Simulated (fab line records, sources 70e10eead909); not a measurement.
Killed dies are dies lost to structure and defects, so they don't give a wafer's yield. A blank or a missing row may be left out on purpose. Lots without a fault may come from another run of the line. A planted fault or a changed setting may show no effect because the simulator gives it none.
A struck lot beside a sound one | flow nand_harc | 15 steps out of a route of 1302
Sound: wafers L993.1, L993.5, L993.6. Struck: wafers L110.1, L110.3, L110.6. The cause comes at the end.
At each step with rows: each side's tool, then ch and its chambers, then its first start. Under that, the readings that differ: sound wafers | struck wafers | difference of the means | sigmas: that difference in standard deviations of wafers without a fault.
alike: readings whose means differ by less than 2 such deviations, and words and numbers that are the same on both sides. not compared: withheld readings, readings that some wafer has no value for, bounds like >300 that may hide the same value, and numbers for which the record gives no deviation and whose values overlap.
The two part at a step that has a row with sigmas, a row that says differs or no value, or rows on one side only. Numbers that don't overlap but have no deviation are shown without sigmas and don't part them. A reading that every wafer of one side lacks parts them only if that side has two wafers or more.

NHARC_A_DECK1_JOINT_CMP_02: polishes SiOx.
  sound on cmp-04 ch 0,1,2, day 12 21:31; struck on cmp-04 ch 1,3, day 18 21:08
  alike: edge_zone_pressure_frac, motor_current_A
then, 1 step without rows for these wafers: NHARC_A_DECK1_JOINT_SRD_15.
NHARC_A_DECK1_JOINT_DEP_16: deposits SiO2, target thk 45 nm.
  sound on pecvd-03 ch 0,1,2, day 12 21:49; struck on pecvd-01 ch 0,1,2, day 18 21:29
  alike: chamber_pressure_Torr, heater_power_w, rf_fwd_power_W, showerhead_vpp_V, throttle_valve_pct
NHARC_A_DECK1_JOINT_THK_MEAS_17: measures by ellipsometry.
  sound on film_metro-01, day 12 22:06; struck on film_metro-01, day 18 21:46
  alike: thk_nm
NHARC_A_DECK1_JOINT_INSPECT_05:
  sound on defect_inspect-02, day 12 22:08; struck on defect_inspect-01, day 18 21:49
  alike: raw_defect_count
then, 1 step without rows for these wafers: NHARC_A_ONON_D2_DEP_00 (target thk 1000 nm).
NHARC_A_ONON_D2_THK_MEAS_02: measures by ellipsometry.
  sound on film_metro-02, day 12 22:43; struck on film_metro-01, day 18 22:23
  reading     | sound          | struck      | difference | sigmas
  thk_nm (nm) | 1013 1014 1013 | 989 990 988 | -24        | -2
then, 1 step without rows for these wafers: NHARC_A_ONON_D2_DEP_03 (target thk 1000 nm).
NHARC_A_ONON_D2_THK_MEAS_05: measures by ellipsometry.
  sound on film_metro-02, day 12 23:17; struck on film_metro-01, day 18 22:58
  reading     | sound       | struck         | difference | sigmas
  thk_nm (nm) | 983 982 983 | 1005 1006 1005 | +23        | +2
then, 1 step without rows for these wafers: NHARC_A_ONON_D2_DEP_06 (target thk 1000 nm).
NHARC_A_ONON_D2_THK_MEAS_08: measures by ellipsometry.
  sound on film_metro-02, day 12 23:52; struck on film_metro-02, day 18 23:32
  alike: thk_nm
NHARC_A_ONON_D2_DEP_09: target thk 1000 nm.
  sound on pecvd_onon-03 ch 0, day 12 23:55; struck on pecvd_onon-03 ch 0, day 18 23:35
NHARC_A_ONON_D2_THK_MEAS_11: measures by ellipsometry.
  sound on film_metro-01, day 13 00:26; struck on film_metro-01, day 19 00:05
  reading     | sound       | struck      | difference | sigmas
  thk_nm (nm) | 994 993 993 | 615 613 617 | -378       | -34
then, 1 step without rows for these wafers: NHARC_A_ONON_D2_DEP_12 (target thk 1000 nm).
-- the record jumps here: 12 days lie between the struck wafers' starts before and after (it left off in module A_ONON_D2 and takes up again in module END, whose first step shown is number 1302 of the route) --
NHARC_END_SORT_01:
  the record has rows for the struck wafers here (prober-01 ch 0, day 30 15:26) and none for the sound ones

WHERE THEY PART
First at NHARC_A_ONON_D2_THK_MEAS_02; last, within this record, at NHARC_END_SORT_01.

WHY: what the simulator had put in
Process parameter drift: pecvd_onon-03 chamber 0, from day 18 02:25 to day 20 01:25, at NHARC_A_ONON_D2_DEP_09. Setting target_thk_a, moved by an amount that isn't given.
